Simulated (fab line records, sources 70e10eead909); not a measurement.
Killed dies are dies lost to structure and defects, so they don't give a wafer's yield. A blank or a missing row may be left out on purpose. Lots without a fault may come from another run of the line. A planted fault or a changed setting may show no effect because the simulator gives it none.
fab line records | flow nand_harc | part 1 of 2: steps 1 to 29 of 43
record lots=5 wafers=15 last_day=33
route steps=1302 shown P_ZERO_WELL@5
lots that met no fault: from a run of the same line without faults
start_h: hours from the record's first day to the start of the lot's first wafer shown | wait_h: hours since the lot's step before | " the same as in the row above | L1.1+2: a row that stands for several wafers | - no value, or no start given | * or withheld: withheld | < > ~ a bound
route shown NAME@n: a module of which the file shows steps, and the number in the route of the first | usual: mean/standard deviation of fault-free wafers | same: alike in all rows | chamber/n: place in a boat | sites: the reading at each site | _std_site: their standard deviation | _edge_site: outer sites' mean less inner sites' | radius_mm: how far each site lies from the wafer's centre | mask NAME#n: copy n | behind: the tool/chamber that last shaped the wafer | hold: why the lot was held/for how many hours/how that ended | device: the transistor (n, p or np) that didn't switch | end of line: the same wafers' tests at the end of the route | a step without rows: its recipe alone | killed: dies lost to structure and defects at the first sort, not the wafer's yield | map: a wafer's dies, x killed, . not, _ none there
set.NAME: the setting as run; set.NAME@STEP: as run at that earlier step | model.NAME: the simulator's own value behind a step, which no gauge read
lots at some steps of the route; a table a step, a row a wafer
services: from which hour (start_h, from the record's first day; less than 0 if before it) a tool's chamber was out of use, for how many hours, and why
## steps
# step NHARC_P_ZERO_WELL_DEHYDRATE_03
# recipe temp_c=150 time_s=120
# columns lot.wafer tool chamber start_h wait_h
L078.1+4+5 litho_track-07 0 60.80 -
L085.2+4+5 litho_track-07 0 130.90 -
L087.2+3+5 litho_track-05 0 150.80 -
L089.2+3+6 litho_track-07 0 170.91 0.4
L096.2+4+6 litho_track-02 0 240.80 -
# step NHARC_P_ZERO_WELL_HMDS_04
# recipe time_s=30
# columns lot.wafer tool chamber start_h wait_h
L078.1+4+5 litho_track-07 0 - -
L085.2+4+5 litho_track-07 0 - -
L087.2+3+5 litho_track-05 0 - -
L089.2+3+6 litho_track-07 0 - -
L096.2+4+6 litho_track-02 0 - -
# step NHARC_P_ZERO_WELL_COAT_64
# recipe temp_c=200 time_s=65
# columns lot.wafer tool chamber start_h wait_h
L078.1+4+5 litho_track-07 0 - -
L085.2+4+5 litho_track-07 0 - -
L087.2+3+5 litho_track-05 0 - -
L089.2+3+6 litho_track-07 0 - -
L096.2+4+6 litho_track-02 0 - -
# step NHARC_P_ZERO_WELL_COAT_05
# recipe spin_rpm=2000 resist_thk_nm=600
# columns lot.wafer tool chamber start_h wait_h
L078.1+4+5 litho_track-07 0 - -
L085.2+4+5 litho_track-07 0 - -
L087.2+3+5 litho_track-05 0 - -
L089.2+3+6 litho_track-07 0 - -
L096.2+4+6 litho_track-02 0 - -
# step NHARC_P_ZERO_WELL_SOFTBAKE_06
# recipe temp_c=125 time_s=70
# columns lot.wafer tool chamber start_h wait_h
L078.1+4+5 litho_track-07 0 - -
L085.2+4+5 litho_track-07 0 - -
L087.2+3+5 litho_track-05 0 - -
L089.2+3+6 litho_track-07 0 - -
L096.2+4+6 litho_track-02 0 - -
# step NHARC_P_ZERO_WELL_EBR_07
# columns lot.wafer tool chamber start_h wait_h
L078.1+4+5 litho_track-07 0 - -
L085.2+4+5 litho_track-07 0 - -
L087.2+3+5 litho_track-05 0 - -
L089.2+3+6 litho_track-07 0 - -
L096.2+4+6 litho_track-02 0 - -
# step NHARC_P_ZERO_WELL_EXPOSE_08
# recipe na=0.55 target_cd_nm=500 dose_mj=33.8 mask_id=P_ZERO
# usual exposure_dose_mJ_cm2=33.808/0.03
# columns lot.wafer tool chamber start_h wait_h mask exposure_dose_mJ_cm2
L078.1 krf_scanner-04 0 60.97 - P_ZERO#0 33.830
L078.4 " 0 " " P_ZERO#0 33.826
L078.5 " 0 " " P_ZERO#0 33.823
L085.2 krf_scanner-01 0 131.07 - P_ZERO#0 33.822
L085.4 " 0 " " P_ZERO#0 33.797
L085.5 " 0 " " P_ZERO#0 33.803
L087.2 krf_scanner-01 0 151.09 - P_ZERO#0 33.793
L087.3 " 0 " " P_ZERO#0 33.800
L087.5 " 0 " " P_ZERO#0 33.770
L089.2 krf_scanner-04 0 171.21 - P_ZERO#0 33.822
L089.3 " 0 " " P_ZERO#0 33.837
L089.6 " 0 " " P_ZERO#0 33.809
L096.2 krf_scanner-02 0 241.09 - P_ZERO#0 33.817
L096.4 " 0 " " P_ZERO#0 33.809
L096.6 " 0 " " P_ZERO#0 33.775
# step NHARC_P_ZERO_WELL_PEB_09
# recipe peb_temp_c=128 peb_time_s=80
# columns lot.wafer tool chamber start_h wait_h
L078.1+4+5 litho_track-02 0 61.03 0.1
L085.2+4+5 litho_track-05 0 131.13 0.1
L087.2+3+5 litho_track-07 0 151.15 0.1
L089.2+3+6 litho_track-02 0 171.27 0.1
L096.2+4+6 litho_track-05 0 241.15 0.1
# step NHARC_P_ZERO_WELL_DEVELOP_10
# recipe time_s=50 dev_temp_c=22
# usual developer_temp_C=21.99/0.11
# columns lot.wafer tool chamber start_h wait_h developer_temp_C
L078.1 litho_track-02 0 - - 21.94
L078.4 " 0 " " 22.12
L078.5 " 0 " " 21.89
L085.2 litho_track-05 0 - - 21.87
L085.4 " 0 " " 21.89
L085.5 " 0 " " 21.85
L087.2 litho_track-07 0 - - 21.98
L087.3 " 0 " " 21.86
L087.5 " 0 " " 22.01
L089.2 litho_track-02 0 - - 21.93
L089.3 " 0 " " 21.85
L089.6 " 0 " " 21.90
L096.2 litho_track-05 0 - - 21.98
L096.4 " 0 " " 21.95
L096.6 " 0 " " 21.98
# step NHARC_P_ZERO_WELL_CD_MEAS_11
# recipe target_cd_nm=500 landing_energy_ev=500
# usual cd_nm=500.7/1.6
# columns lot.wafer tool chamber start_h wait_h cd_nm
L078.1 cd_sem-01 0 61.12 - 499.4
L078.4 " 0 " " 501.6
L078.5 " 0 " " 501.8
L085.2 cd_sem-03 0 131.22 - 503.1
L085.4 " 0 " " 498.5
L085.5 " 0 " " 498.4
L087.2 cd_sem-01 0 151.24 - 499.5
L087.3 " 0 " " 501.0
L087.5 " 0 " " 500.6
L089.2 cd_sem-02 0 171.36 - 503.1
L089.3 " 0 " " 501.9
L089.6 " 0 " " 500.3
L096.2 cd_sem-02 0 241.24 - 497.6
L096.4 " 0 " " 501.2
L096.6 " 0 " " 499.3
# step NHARC_P_ZERO_WELL_HARDBAKE_12
# recipe temp_c=118 time_s=65
# columns lot.wafer tool chamber start_h wait_h
L078.1+4+5 litho_track-07 0 61.20 -
L085.2+4+5 litho_track-07 0 131.30 -
L087.2+3+5 litho_track-02 0 151.32 -
L089.2+3+6 litho_track-02 0 171.44 -
L096.2+4+6 litho_track-02 0 241.32 -
# step NHARC_P_ZERO_WELL_DESCUM_13
# recipe time_s=3 o2_flow_sccm=200 ar_flow_sccm=0 bias_power_w=0 chemistry=O2
# usual drypump_motor_current_A=5.6/0.52 oes_product_au=1.002/0.0088 rf_vpp_V=57.7/0.87 showerhead_plenum_p_Torr=1.89/0.11 throttle_valve_pct=11.311/0.0096
# columns lot.wafer tool chamber start_h wait_h drypump_motor_current_A oes_product_au rf_hours_counter_h rf_vpp_V showerhead_plenum_p_Torr throttle_valve_pct
L078.4 rie_diel-06 1 61.28 - 5.2 0.992 35 57.3 1.76 11.306
L078.1 " 3 " " 5.4 0.996 28 57.0 1.82 11.312
L078.5 " 0 " " 5.4 0.998 - 57.7 1.85 11.306
L085.2 rie_diel-12 3 131.93 - 5.9 1.010 8 58.6 1.79 11.308
L085.4 " 0 " " 6.3 1.018 8 57.6 1.98 11.308
L085.5 " 0 " " 6.3 1.005 - 57.9 1.98 11.308
L087.3 rie_diel-06 0 151.40 - 5.4 1.010 8 57.0 1.84 11.304
L087.2 " 1 " " 5.2 0.999 6 57.1 2.07 11.310
L087.5 " 0 " " 5.4 0.997 - 57.3 1.84 11.300
L089.2 rie_diel-06 0 171.52 - 5.4 1.004 13 58.3 1.84 11.306
L089.3 " 1 " " 5.2 1.014 11 58.6 2.07 11.316
L089.6 " 0 " " 5.4 1.008 - 57.3 1.84 11.307
L096.4 rie_diel-06 1 241.39 - 5.2 1.000 29 58.6 2.07 11.307
L096.2 " 3 " " 5.4 0.999 32 58.2 1.80 11.287
L096.6 " 2 " " 4.9 0.992 - 57.1 1.90 11.311
# step NHARC_P_ZERO_WELL_ETCH_65
# recipe target_depth_a=800 overetch_a=240 time_s=87.88 ion_energy_ev=200 n2_flow_sccm=150 h2_flow_sccm=150 ar_flow_sccm=0 rf_w=400 bias_w=150 chemistry=N2/H2
# usual drypump_motor_current_A=5.6/0.49 n2_flow_sccm=150.1/0.46 oes_product_au=1.003/0.0092 rf_vpp_V=430/3.4 showerhead_plenum_p_Torr=2.01/0.12 throttle_valve_pct=14.171/0.0099
# columns lot.wafer tool chamber start_h wait_h drypump_motor_current_A n2_flow_sccm oes_product_au rf_hours_counter_h rf_vpp_V showerhead_plenum_p_Torr throttle_valve_pct
L078.1 rie_diel-06 0 61.36 0.1 5.4 150.8 0.988 34 428 1.97 14.161
L078.4 " 1 " " 5.2 149.6 0.987 35 426 1.87 14.170
L078.5 " 0 " " 5.4 150.2 0.983 - 428 1.97 14.162
L085.2 rie_diel-12 2 132.12 0.2 5.5 149.6 1.007 8 427 1.96 14.173
L085.4 " 1 " " 6.6 150.0 0.989 8 427 1.95 14.178
L085.5 " 2 " " 5.4 150.1 0.993 - 428 1.96 14.174
L087.3 rie_diel-06 0 151.49 0.1 5.4 149.9 1.005 8 428 1.96 14.171
L087.2 " 1 " " 5.3 149.8 1.012 6 436 2.22 14.185
L087.5 " 3 " " 5.4 151.5 1.015 - 426 1.93 14.175
L089.3 rie_diel-06 3 171.61 0.1 5.4 150.2 1.003 12 429 1.93 14.180
L089.2 " 0 " " 5.4 151.1 1.012 13 429 1.96 14.181
L089.6 " 2 " " 4.9 150.6 1.015 - 431 2.03 14.176
L096.4 rie_diel-06 1 241.48 0.1 5.2 150.1 1.001 29 434 2.21 14.178
L096.2 " 3 " " 5.4 149.9 0.991 32 426 1.92 14.157
L096.6 " 2 " " 4.9 151.0 0.995 - 431 2.03 14.188
# step NHARC_P_ZERO_WELL_ETCH_62
# recipe target_depth_a=130 time_s=6.5 chf3_flow_sccm=50 ar_flow_sccm=200 rf_w=500 bias_w=200 chemistry=CHF3/Ar
# usual drypump_motor_current_A=5.6/0.48 oes_product_au=0.963/0.017 rf_vpp_V=369.8/2.9 showerhead_plenum_p_Torr=2.31/0.12 throttle_valve_pct=20.217/0.009
# columns lot.wafer tool chamber start_h wait_h drypump_motor_current_A oes_product_au rf_hours_counter_h rf_vpp_V showerhead_plenum_p_Torr throttle_valve_pct
L078.1 rie_diel-06 3 - - 5.4 0.960 28 367.4 2.23 20.210
L078.4 " 0 " " 5.4 0.942 34 367.3 2.27 20.235
L078.5 " 3 " " 5.4 0.951 - 369.3 2.23 20.207
L085.4 rie_diel-12 0 - - 6.3 0.944 9 373.8 2.42 20.212
L085.2 " 2 " " 5.5 0.971 8 368.6 2.25 20.227
L085.5 " 1 " " 6.6 0.948 - 367.4 2.24 20.230
L087.2 rie_diel-06 2 - - 4.9 0.963 6 371.1 2.34 20.210
L087.3 " 3 " " 5.4 0.968 7 369.7 2.22 20.223
L087.5 " 2 " " 4.9 0.963 - 369.8 2.34 20.236
L089.3 rie_diel-06 3 - - 5.4 0.946 12 368.6 2.22 20.232
L089.2 " 1 " " 5.3 0.955 11 373.9 2.53 20.209
L089.6 " 3 " " 5.4 0.938 - 368.3 2.22 20.209
L096.2 rie_diel-06 2 - - 4.9 0.952 28 369.5 2.33 20.220
L096.4 " 3 " " 5.4 0.980 32 368.6 2.22 20.233
L096.6 " 2 " " 4.9 0.956 - 369.4 2.33 20.221
# step NHARC_P_ZERO_WELL_ETCH_63
# recipe target_depth_a=1200 time_s=40.1 hbr_flow_sccm=150 cl2_flow_sccm=50 rf_w=400 icp_w=400 bias_w=100 chemistry=HBr/Cl2
# usual drypump_motor_current_A=6.1/0.41 mfc_cl2_sccm=50.01/0.15 oes_product_au=0.999/0.012 throttle_valve_pct=26.407/0.0095
# columns lot.wafer tool chamber start_h wait_h drypump_motor_current_A mfc_cl2_sccm oes_product_au rf_hours_counter_h throttle_valve_pct
L078.1 rie_si-01 3 61.56 - 5.9 50.11 1.019 0.2 26.408
L078.4 " 0 " " 6.3 49.96 0.981 0.2 26.402
L078.5 " 1 " " 6.2 49.93 1.008 - 26.388
L085.4 rie_si-01 1 132.32 - 6.2 49.96 1.016 0.6 26.423
L085.2 " 0 " " 6.3 50.15 0.979 0.5 26.411
L085.5 " 2 " " 6.7 49.90 0.988 - 26.406
L087.3 rie_si-01 3 151.71 - 5.9 50.19 1.017 0.6 26.416
L087.2 " 0 " " 6.3 50.07 0.985 0.6 26.400
L087.5 " 2 " " 6.7 50.29 0.992 - 26.415
L089.3 rie_si-01 0 171.78 - 6.3 49.67 0.978 0.7 26.412
L089.2 " 1 " " 6.3 50.28 1.010 0.8 26.419
L089.6 " 3 " " 5.9 50.17 1.005 - 26.411
L096.4 rie_si-04 3 241.66 - 6.0 50.11 0.989 0.6 26.402
L096.2 " 1 " " 6.6 49.85 1.011 0.6 26.411
L096.6 " 3 " " 6.0 49.97 0.988 - 26.407
# step NHARC_P_ZERO_WELL_STRIP_15
# recipe time_s=900 temp_c=130 chemistry=SPM
# columns lot.wafer tool chamber start_h wait_h
L078.1+5+4 wet_bench-07 0,3,4 61.68 -
L085.5+4+2 wet_bench-04 1,2,4 132.47 -
L087.5+2+3 wet_bench-07 2,3,5 151.85 -
L089.2+3+6 wet_bench-09 2,3,6 171.93 -
L096.6+4+2 wet_bench-09 7,1,2 241.81 -
# step NHARC_P_ZERO_WELL_DEHYDRATE_16
# recipe temp_c=150 time_s=120
# columns lot.wafer tool chamber start_h wait_h
L078.1+4+5 litho_track-07 0 62.03 -
L085.2+4+5 litho_track-02 0 132.82 -
L087.2+3+5 litho_track-07 0 152.21 -
L089.2+3+6 litho_track-05 0 172.27 -
L096.2+4+6 litho_track-05 0 242.15 -
# step NHARC_P_ZERO_WELL_HMDS_17
# recipe time_s=30
# columns lot.wafer tool chamber start_h wait_h
L078.1+4+5 litho_track-07 0 - -
L085.2+4+5 litho_track-02 0 - -
L087.2+3+5 litho_track-07 0 - -
L089.2+3+6 litho_track-05 0 - -
L096.2+4+6 litho_track-05 0 - -
# step NHARC_P_ZERO_WELL_COAT_18
# recipe spin_rpm=withheld
# columns lot.wafer tool chamber start_h wait_h
L078.1+4+5 litho_track-07 0 - -
L085.2+4+5 litho_track-02 0 - -
L087.2+3+5 litho_track-07 0 - -
L089.2+3+6 litho_track-05 0 - -
L096.2+4+6 litho_track-05 0 - -
# step NHARC_P_ZERO_WELL_SOFTBAKE_19
# recipe temp_c=122 time_s=95
# columns lot.wafer tool chamber start_h wait_h
L078.1+4+5 litho_track-07 0 - -
L085.2+4+5 litho_track-02 0 - -
L087.2+3+5 litho_track-07 0 - -
L089.2+3+6 litho_track-05 0 - -
L096.2+4+6 litho_track-05 0 - -
# step NHARC_P_ZERO_WELL_EBR_20
# columns lot.wafer tool chamber start_h wait_h
L078.1+4+5 litho_track-07 0 - -
L085.2+4+5 litho_track-02 0 - -
L087.2+3+5 litho_track-07 0 - -
L089.2+3+6 litho_track-05 0 - -
L096.2+4+6 litho_track-05 0 - -
# step NHARC_P_ZERO_WELL_EXPOSE_21
# recipe na=0.6 target_cd_nm=720 dose_mj=22.31 mask_id=P_NWELL
# usual exposure_dose_mJ_cm2=22.309/0.022
# columns lot.wafer tool chamber start_h wait_h mask exposure_dose_mJ_cm2
L078.1 krf_scanner-04 0 62.30 - P_NWELL#0 22.315
L078.4 " 0 " " P_NWELL#0 22.316
L078.5 " 0 " " P_NWELL#0 22.330
L085.2 krf_scanner-04 0 133.10 - P_NWELL#0 22.348
L085.4 " 0 " " P_NWELL#0 22.339
L085.5 " 0 " " P_NWELL#0 22.370
L087.2 krf_scanner-02 0 152.36 - P_NWELL#0 22.317
L087.3 " 0 " " P_NWELL#0 22.331
L087.5 " 0 " " P_NWELL#0 22.321
L089.2 krf_scanner-01 0 172.54 - P_NWELL#0 22.315
L089.3 " 0 " " P_NWELL#0 22.318
L089.6 " 0 " " P_NWELL#0 22.294
L096.2 krf_scanner-02 0 242.30 - P_NWELL#0 22.283
L096.4 " 0 " " P_NWELL#0 22.269
L096.6 " 0 " " P_NWELL#0 22.258
# step NHARC_P_ZERO_WELL_PEB_22
# recipe peb_temp_c=118 peb_time_s=85
# columns lot.wafer tool chamber start_h wait_h
L078.1+4+5 litho_track-07 0 62.37 0.1
L085.2+4+5 litho_track-05 0 133.16 0.1
L087.2+3+5 litho_track-02 0 152.42 0.1
L089.2+3+6 litho_track-02 0 172.60 0.1
L096.2+4+6 litho_track-07 0 242.36 0.1
# step NHARC_P_ZERO_WELL_DEVELOP_23
# recipe time_s=70
# columns lot.wafer tool chamber start_h wait_h
L078.1+4+5 litho_track-07 0 - -
L085.2+4+5 litho_track-05 0 - -
L087.2+3+5 litho_track-02 0 - -
L089.2+3+6 litho_track-02 0 - -
L096.2+4+6 litho_track-07 0 - -
# step NHARC_P_ZERO_WELL_CD_MEAS_24
# recipe target_cd_nm=720 landing_energy_ev=500
# usual cd_nm=719.8/1.7
# columns lot.wafer tool chamber start_h wait_h cd_nm
L078.1 cd_sem-02 0 62.46 - 720.8
L078.4 " 0 " " 718.9
L078.5 " 0 " " 716.9
L085.2 cd_sem-03 0 133.25 - 720.4
L085.4 " 0 " " 720.1
L085.5 " 0 " " 719.3
L087.2 cd_sem-01 0 152.51 - 719.7
L087.3 " 0 " " 721.8
L087.5 " 0 " " 723.1
L089.2 cd_sem-01 0 172.70 - 720.5
L089.3 " 0 " " 719.3
L089.6 " 0 " " 720.0
L096.2 cd_sem-02 0 242.46 - 717.3
L096.4 " 0 " " 721.0
L096.6 " 0 " " 720.4
# step NHARC_P_ZERO_WELL_HARDBAKE_25
# recipe temp_c=125 time_s=80
# columns lot.wafer tool chamber start_h wait_h
L078.1+4+5 litho_track-05 0 62.54 -
L085.2+4+5 litho_track-05 0 133.33 -
L087.2+3+5 litho_track-07 0 152.59 -
L089.2+3+6 litho_track-02 0 172.78 -
L096.2+4+6 litho_track-05 0 242.54 -
# step NHARC_P_ZERO_WELL_DESCUM_26
# recipe time_s=3 o2_flow_sccm=200 ar_flow_sccm=0 bias_power_w=0 chemistry=O2
# usual drypump_motor_current_A=5.6/0.49 oes_product_au=1.002/0.0088 rf_vpp_V=57.6/0.89 showerhead_plenum_p_Torr=1.88/0.11 throttle_valve_pct=11.311/0.009
# columns lot.wafer tool chamber start_h wait_h drypump_motor_current_A oes_product_au rf_hours_counter_h rf_vpp_V showerhead_plenum_p_Torr throttle_valve_pct
L078.1 rie_diel-12 2 62.63 - 5.5 1.000 48 57.3 1.84 11.315
L078.4 " 0 " " 6.3 1.013 46 57.4 1.99 11.315
L078.5 " 1 " " 6.6 0.994 - 57.8 1.83 11.312
L085.4 rie_diel-12 3 133.55 - 5.9 1.013 9 56.6 1.79 11.312
L085.2 " 0 " " 6.3 1.018 9 58.8 1.98 11.318
L085.5 " 3 " " 5.8 1.022 - 58.1 1.80 11.297
L087.3 rie_diel-09 1 152.68 - 6.3 0.983 0 58.3 2.06 11.310
L087.2 " 3 " " 6.2 1.006 0 58.6 2.08 11.320
L087.5 " 0 " " 5.9 1.004 - 58.9 2.08 11.314
L089.3 rie_diel-06 2 172.88 - 4.9 1.012 10 59.0 1.91 11.314
L089.2 " 3 " " 5.4 1.011 12 58.2 1.81 11.323
L089.6 " 0 " " 5.4 1.010 - 58.0 1.84 11.322
L096.2 rie_diel-09 0 242.61 - 5.9 1.013 28 58.7 2.07 11.292
L096.4 " 2 " " 5.6 1.004 29 56.2 1.80 11.302
L096.6 " 1 " " 6.3 0.987 - 59.1 2.05 11.308
# step NHARC_P_ZERO_WELL_IMPLANT_27
# recipe energy_kev=600 dose_cm2=1e+13 tilt_deg=7
# usual tilt_deg=7.003/0.018
# columns lot.wafer tool chamber start_h wait_h tilt_deg
L078.1 implanter-02 0 62.76 0.1 7.005
L078.4 " 0 " " 7.017
L078.5 " 0 " " 6.994
L085.2 implanter-01 0 133.71 0.1 7.002
L085.4 " 0 " " 6.993
L085.5 " 0 " " 7.033
L087.2 implanter-01 0 152.85 0.1 6.999
L087.3 " 0 " " 7.023
L087.5 " 0 " " 6.986
L089.2 implanter-01 0 173.03 0.1 7.004
L089.3 " 0 " " 7.014
L089.6 " 0 " " 7.017
L096.2 implanter-02 0 242.79 0.2 7.007
L096.4 " 0 " " 7.005
L096.6 " 0 " " 6.970
# step NHARC_P_ZERO_WELL_IMPLANT_57
# recipe energy_kev=250 dose_cm2=4e+12 tilt_deg=7
# usual tilt_deg=6.998/0.02
# columns lot.wafer tool chamber start_h wait_h tilt_deg
L078.1 implanter-02 0 62.94 0.1 7.015
L078.4 " 0 " " 7.024
L078.5 " 0 " " 7.003
L085.2 implanter-01 0 133.89 0.2 6.979
L085.4 " 0 " " 7.019
L085.5 " 0 " " 6.981
L087.2 implanter-01 0 153.03 0.2 6.974
L087.3 " 0 " " 7.014
L087.5 " 0 " " 6.979
L089.2 implanter-01 0 173.21 0.2 6.998
L089.3 " 0 " " 6.961
L089.6 " 0 " " 6.957
L096.2 implanter-02 0 242.97 0.1 7.000
L096.4 " 0 " " 7.014
L096.6 " 0 " " 6.982
